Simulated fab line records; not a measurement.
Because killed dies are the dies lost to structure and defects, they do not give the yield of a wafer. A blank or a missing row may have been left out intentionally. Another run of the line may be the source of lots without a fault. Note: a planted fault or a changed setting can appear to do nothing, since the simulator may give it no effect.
Comparing a struck lot with a sound one    flow n5 finfet    16 steps out of a route of 1938
Sound: these wafers, L794.1, L794.4, L794.5. Struck: wafer L805.6. (L805.1, L805.5 of the same lot were not struck and are left out.) The cause comes at the end.
For every step that has rows: the tool of each side, followed by ch and its chambers, followed by its first start. Under that, the readings that differ: sound wafers    struck wafers    difference of the means    sigmas: that difference in standard deviations of wafers without a fault.
alike: readings whose means differ by less than 2 such deviations, and words and numbers that are the same on both sides. not compared: withheld readings, readings that some wafer has no value for, bounds like >300 that may hide the same value, and numbers for which the record gives no deviation and whose values overlap.
The two part at a step that has a row with sigmas, a row that says differs or no value, or rows on one side only. Numbers that don't overlap but have no deviation are shown without sigmas and don't part them. A reading missing from all wafers of one side parts the sides only when that side holds two or more wafers.

N5_BEOL_M1_CMP_52: polishes, stops on SiOC, t overpolish 6.8 s, target thk 40 nm.
  sound on cmp-03 ch 2,3, day 7 15:05; struck on cmp-03 ch 1, day 10 01:47
  alike: barrier field endpoint s, clearing platen rpm, head pressure psi, motor current A, overpolish run s, slurry flow ml min, time to endpoint s
N5_BEOL_M1_THK_MEAS_53: measures by xrf.
  struck on film metro-01, day 10 02:03; sound on film metro-02, day 7 15:21
  alike: M1_THK
N5_BEOL_M1_PRE_CLEAN_60: time 15 s.
  sound on cvd co-02 ch 0,2, day 7 15:23; struck on cvd co-01 ch 1, day 10 02:05
  alike: heater power w
then, 2 steps without rows for these wafers: N5_BEOL_M1_CO_CAP_55 (material Co, precursor CCTBA/H2, target thk 2 nm, time 102.1 s); N5_BEOL_M1_PRE_CLEAN_56 (time 15 s).
N5_BEOL_M1_DEP_57: deposits SiCN from 3MS/NH3, target thk 8 nm, time 14 s.
  sound on pecvd-04 ch 0,1,2, day 7 15:32; struck on pecvd-03 ch 1, day 10 02:16
  alike: showerhead plenum p Torr, throttle valve pct
N5_BEOL_M1_RS_MEAS_58: uses a four-point probe to measure.
  struck on film metro-02, day 10 02:20; sound on film metro-01, day 7 15:37
  alike: M1_RS
N5_BEOL_M1_INSPECT_59: inspects for defects (darkfield).
  struck on defect inspect-02, day 10 02:22; sound on defect inspect-01, day 7 15:39
  alike: raw defect count
then, 1 step without rows for these wafers: N5_BEOL_M2_ILD_DEP_00 (deposits SiOC from DEMS/O2, target thk 79 nm, time 15.3 s).
N5_BEOL_M2_THK_MEAS_01:
  struck on film metro-02, day 10 02:28; sound on film metro-02, day 7 15:48
reading          sound           struck  difference  sigmas
M2_ILD_THK (nm)  78.3 77.9 78.2  80.5    +2.4        +2
N5_BEOL_M2_PECVD_72: deposits SiO2 from TEOS/O2, target thk 16 nm, time 18 s.
  sound on pecvd-04 ch 0,2, day 7 15:50; struck on pecvd-04 ch 1, day 10 02:31
reading                          sound           struck  difference  sigmas
showerhead plenum p Torr (Torr)  8.75 8.75 8.78  8.87    +0.11       +2
  alike: heater power w, throttle valve pct
N5_BEOL_M2_HM_DEP_02: deposits TiN, target thk 20 nm.
  struck on pvd sputter-01, day 10 03:10; sound on pvd sputter-02, day 7 17:26
  alike: throttle valve pct
N5_BEOL_M2_COAT_61: time 60 s, resist thk 60 nm.
  sound on litho track-01 ch 0, day 7 17:34; struck on litho track-01 ch 0, day 10 03:18
reading           sound              struck  difference  sigmas
exhaust pa (Pa)   45.7 45.7 46.6     43.9    -2.1        -2
run length s (s)  66.20 66.24 66.29  70.03   +3.79       +16
  alike: plate temp C
then, 1 step without rows for these wafers: N5_BEOL_M2_COAT_62 (time 60 s, resist thk 12 nm).
-- record jumps: 3 days separate the struck wafers' starts on either side; left off in module BEOL_M2, taken up again in module BEOL_M4, whose first shown step is the route's number 1111 --
N5_BEOL_M4_RC_MEAS_101:
  sound on prober-02 ch 0, day 9 21:05; struck on prober-02 ch 0, day 12 15:35
  alike: DIBL_N, DIBL_P, IOFF_N, IOFF_P, ION_N, ION_P, SS_N, SS_P, VT_N, VT_P
-- here the record skips 5 days between the struck wafers' starts before and after, leaving off in module BEOL_M4 and picking up in module PASSIVATION (first step shown: number 1936 of the route) --
N5_PASSIVATION_PROBE_49:
  rows exist in the record for the struck wafers here (prober-02, day 17 23:25), but not for the sound ones

WHERE THEY PART
Earliest at N5_BEOL_M2_THK_MEAS_01; latest, in this record, at N5_PASSIVATION_PROBE_49.

WHY: the cause the simulator had injected
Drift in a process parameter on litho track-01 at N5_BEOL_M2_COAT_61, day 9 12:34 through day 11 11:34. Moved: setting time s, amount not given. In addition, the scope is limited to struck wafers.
